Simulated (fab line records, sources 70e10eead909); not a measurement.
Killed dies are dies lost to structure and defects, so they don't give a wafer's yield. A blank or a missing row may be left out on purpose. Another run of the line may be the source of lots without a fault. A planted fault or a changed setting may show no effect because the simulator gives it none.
Which tool did it? | flow nandHarc | 39 wafers from 13 lots sampled at 4 of the route's 1302 steps

WHAT EACH GAUGE READ, for each wafer
NHARC_A_BONDPAD_THK_MEAS_20: measures by xrf.
lot  | measured     | on           | thkNm (nm)
L332 | day 23 17:14 | filmMetro-01 | 167.5 168.3 171.3
L331 | day 24 02:56 | filmMetro-01 | 169.6 173.0 169.3
L334 | day 24 03:44 | filmMetro-02 | 172.1 170.7 171.0
L335 | day 24 17:08 | filmMetro-01 | 168.8 170.9 168.2
L336 | day 25 22:06 | filmMetro-01 | 169.2 170.8 168.0
L337 | day 26 01:50 | filmMetro-02 | 170.6 169.3 165.1
L341 | day 27 05:28 | filmMetro-01 | 170.8 169.7 169.5
L346 | day 29 04:52 | filmMetro-02 | 169.4 169.3 170.9
L344 | day 29 08:52 | filmMetro-01 | 167.2 169.6 167.2
L349 | day 30 18:08 | filmMetro-02 | 166.9 168.1 170.9
L350 | day 31 01:27 | filmMetro-02 | 170.2 169.6 171.8
L352 | day 31 19:56 | filmMetro-02 | 168.5 169.2 171.0
L353 | day 32 15:55 | filmMetro-02 | 167.8 169.1 170.8

NHARC_END_SORT_01.
lot  | measured     | on        | defectLimitedYield (%) | killedAtArray | killedAtOther | killedAtPeriphery | killedDies | killedOpen | killedShort | sort_bin_2_pct (%) | sort_bin_3_pct (%) | sort_bin_4_pct (%) | sortNPass   | sortRimYieldPct (%) | sortYieldPct (%)
L332 | day 24 21:14 | prober-02 | 91.3 91.4 91.1         | 56 57 58      | 2 0 0         | 1 1 2             | 59 58 60   | 0 0 2      | 1 0 3       | 4.0 3.7 3.5        | 0.9 1.0 0.7        | 3.8 3.8 4.6        | 618 619 617 | 91 99 90            | 91.3 91.4 91.1
L331 | day 25 04:41 | prober-01 | 95.7 96.2 96.6         | 27 25 19      | 0 0 0         | 2 1 4             | 29 26 23   | 6 4 6      | 5 4 1       | 1.8 1.0 0.6        | 0.1 0 0            | 2.4 2.8 2.8        | 648 651 654 | 97 96 92            | 95.7 96.2 96.6
L334 | day 25 12:25 | prober-02 | 91.6 90.4 91.1         | 54 62 56      | 2 0 3         | 1 3 1             | 57 65 60   | 1 4 2      | 1 2 2       | 3.4 2.4 2.8        | 0.4 0.4 0.9        | 4.6 6.8 5.2        | 620 612 617 | 84 93 81            | 91.6 90.4 91.1
L335 | day 25 21:40 | prober-01 | 94.4 90.3 93.4         | 35 60 41      | 2 2 1         | 1 4 3             | 38 66 45   | 2 1 3      | 1 1 1       | 2.1 3.7 2.4        | 0.6 0.3 0.4        | 3.0 5.8 3.8        | 639 611 632 | 89 94 88            | 94.4 90.3 93.4
L336 | day 27 01:48 | prober-02 | 94.2 90.3 94.8         | 39 62 31      | 0 0 1         | 0 4 3             | 39 66 35   | 0 3 2      | 1 8 2       | 1.6 3.5 2.1        | 0.1 0.4 0          | 4.0 5.8 3.1        | 638 611 642 | 92 94 92            | 94.2 90.3 94.8
L337 | day 27 10:20 | prober-01 | 91.7 93.4 90.1         | 47 41 62      | 1 0 0         | 8 4 5             | 56 45 67   | 4 3 5      | 3 1 1       | 3.0 2.2 3.2        | 0.3 0.3 0.4        | 5.0 4.1 6.2        | 621 632 610 | 98 89 99            | 91.7 93.4 90.1
L341 | day 28 10:25 | prober-02 | 92.6 92.3 92.0         | 40 44 45      | 0 0 0         | 10 8 9            | 50 52 54   | 5 4 3      | 3 4 4       | 1.8 2.7 1.8        | 0.1 0.3 0.1        | 5.5 4.7 6.1        | 627 625 623 | 90 90 94            | 92.6 92.3 92.0
L346 | day 30 10:25 | prober-02 | 89.7 90.5 89.8         | 69 61 69      | 1 0 0         | 0 3 0             | 70 64 69   | 1 3 2      | 1 3 0       | 4.3 2.5 3.4        | 0.7 0.6 1.0        | 5.3 6.4 5.8        | 607 613 608 | 93 82 92            | 89.7 90.5 89.8
L344 | day 30 09:39 | prober-01 | 92.9 89.5 86.1         | 48 67 90      | 0 0 1         | 0 4 3             | 48 71 94   | 1 5 4      | 2 4 4       | 2.4 4.1 5.6        | 0.7 0.9 1.3        | 4.0 5.5 6.9        | 629 606 583 | 88 82 89            | 92.9 89.5 86.1
L349 | day 31 22:04 | prober-01 | 91.9 94.4 92.8         | 46 32 46      | 2 3 1         | 7 3 2             | 55 38 49   | 2 2 1      | 1 2 1       | 2.1 1.9 2.5        | 0.4 0.4 0.3        | 5.6 3.2 4.4        | 622 639 628 | 94 90 95            | 91.9 94.4 92.8
L350 | day 32 08:39 | prober-01 | 75.6 87.1 76.2         | 164 84 157    | 1 2 3         | 0 1 1             | 165 87 161 | 0 3 8      | 5 5 1       | 9.3 4.6 9.9        | 4.7 2.1 5.8        | 10.3 6.2 8.1       | 512 590 516 | 83 75 86            | 75.6 87.1 76.2
L352 | day 33 07:14 | prober-01 | 92.0 92.6 92.0         | 46 45 46      | 2 3 2         | 6 2 6             | 54 50 54   | 5 3 7      | 2 1 5       | 3.8 2.4 3.0        | 0.4 0.4 0.4        | 3.7 4.6 4.6        | 623 627 623 | 91 89 89            | 92.0 92.6 92.0
L353 | day 33 23:38 | prober-02 | 87.4 90.7 89.8         | 80 59 67      | 1 1 1         | 4 3 1             | 85 63 69   | 2 6 3      | 4 5 3       | 4.1 2.8 4.3        | 0.9 0.9 1.0        | 7.5 5.6 4.9        | 592 614 608 | 84 85 87            | 87.4 90.7 89.8

TOOL THAT RAN EACH LOT (tool first, then ch and the chambers of the sampled wafers, then the start)
lot  | NHARC_A_M1_ETCH_15                | NHARC_THIN_TSV_PVD_51
L332 | rieDiel-05 ch 0,1, day 23 10:07   | pvdSputter-03, day 24 21:14 or earlier
L331 | rieDiel-04 ch 0,1, day 23 20:10   | pvdSputter-02, day 25 04:41 or earlier
L334 | rieDiel-05 ch 0,2,3, day 23 20:41 | pvdSputter-02, day 25 12:25 or earlier
L335 | rieDiel-04 ch 1,2, day 24 10:18   | pvdSputter-03, day 25 21:40 or earlier
L336 | rieDiel-04 ch 1,2,3, day 25 14:47 | pvdSputter-01, day 27 01:48 or earlier
L337 | rieDiel-04 ch 0,1,2, day 25 18:54 | pvdSputter-03, day 27 10:20 or earlier
L341 | rieDiel-06 ch 1,2,3, day 26 22:40 | pvdSputter-01, day 28 10:25 or earlier
L346 | rieDiel-05 ch 0,1,2, day 28 21:55 | pvdSputter-02, day 30 10:25 or earlier
L344 | rieDiel-06 ch 1,2,3, day 29 02:05 | pvdSputter-03, day 30 09:39 or earlier
L349 | rieDiel-05 ch 0,1,2, day 30 11:21 | pvdSputter-01, day 31 22:04 or earlier
L350 | rieDiel-06 ch 0,1,3, day 30 18:19 | pvdSputter-01, day 32 08:39 or earlier
L352 | rieDiel-05 ch 0,3, day 31 12:51   | pvdSputter-03, day 33 07:14 or earlier
L353 | rieDiel-04 ch 1,3, day 32 08:44   | pvdSputter-03, day 33 23:38 or earlier
- NHARC_A_M1_ETCH_15: etches the open film in C4F8/Ar, target depth 182.5 nm, time 91.2 s.
- NHARC_THIN_TSV_PVD_51: deposits Cu, target thk 100 nm.

WHAT THE TOOLS THEMSELVES READ (means of the sampled wafers that have a number; where no wafer has one, the mark that the record gives instead)
NHARC_A_M1_ETCH_15.
lot  | tool       | oesProductAu (a.u.) | rfVppV (V)
L332 | rieDiel-05 | 0.921               | 439.7
L331 | rieDiel-04 | 0.986               | 438.9
L334 | rieDiel-05 | 0.960               | 440.7
L335 | rieDiel-04 | 0.974               | 440.9
L336 | rieDiel-04 | 0.937               | 441.4
L337 | rieDiel-04 | 0.929               | 441.1
L341 | rieDiel-06 | 0.921               | 441.2
L346 | rieDiel-05 | 0.926               | 440.8
L344 | rieDiel-06 | 0.960               | 442.1
L349 | rieDiel-05 | 0.968               | 440.0
L350 | rieDiel-06 | 0.964               | 440.7
L352 | rieDiel-05 | 0.980               | 442.3
L353 | rieDiel-04 | 0.975               | 439.9

NHARC_THIN_TSV_PVD_51.
lot  | tool          | throttleValvePct (%)
L332 | pvdSputter-03 | 30.3
L331 | pvdSputter-02 | 29.6
L334 | pvdSputter-02 | 29.6
L335 | pvdSputter-03 | 29.6
L336 | pvdSputter-01 | 29.5
L337 | pvdSputter-03 | 30.3
L341 | pvdSputter-01 | 29.4
L346 | pvdSputter-02 | 29.4
L344 | pvdSputter-03 | 30.3
L349 | pvdSputter-01 | 29.9
L350 | pvdSputter-01 | 29.7
L352 | pvdSputter-03 | 29.4
L353 | pvdSputter-03 | 30.2

THE ANSWER, worked out from the rows above alone
Rule: the usual values come from the lots themselves. The widest of any qualifying gaps counts: lots, ordered by their means at a reading, are off when they make up no more than a third of the lots, leave a main group of 4 or more, and stand apart from it by 3 or more times the standard deviation of that group's means. Not used: any main group whose means are identical at the precision the tables above print for the reading. A lot without any number at a reading at which 4 lots or more have one is off too. Where the step has rows for the other lots, those lots are counted as sound. Order of review: gauges by route order, followed by the tools' own readings, for which a lot's mean as printed above is used. The first step at which some lot is off is used, and at that step the reading that is off furthest; a lot without a number counts as furthest.
Off: L350 (NHARC_END_SORT_01, sort_bin_3_pct). Mean 0.5 % and standard deviation 0.3 in the main group.
If a tool, at a process step before that reading, ran all the lots that are off and no sound lot after the first of them, it fits. The gauges at NHARC_END_SORT_01 are tried like those tools. NHARC_THIN_TSV_PVD_51: start missing for some lots; hours and lot order therefore follow NHARC_END_SORT_01. This does not decide it: 2 tools fit, namely rieDiel-06 at NHARC_A_M1_ETCH_15 and pvdSputter-01 at NHARC_THIN_TSV_PVD_51.

WHAT THE SIMULATOR HAD PUT IN
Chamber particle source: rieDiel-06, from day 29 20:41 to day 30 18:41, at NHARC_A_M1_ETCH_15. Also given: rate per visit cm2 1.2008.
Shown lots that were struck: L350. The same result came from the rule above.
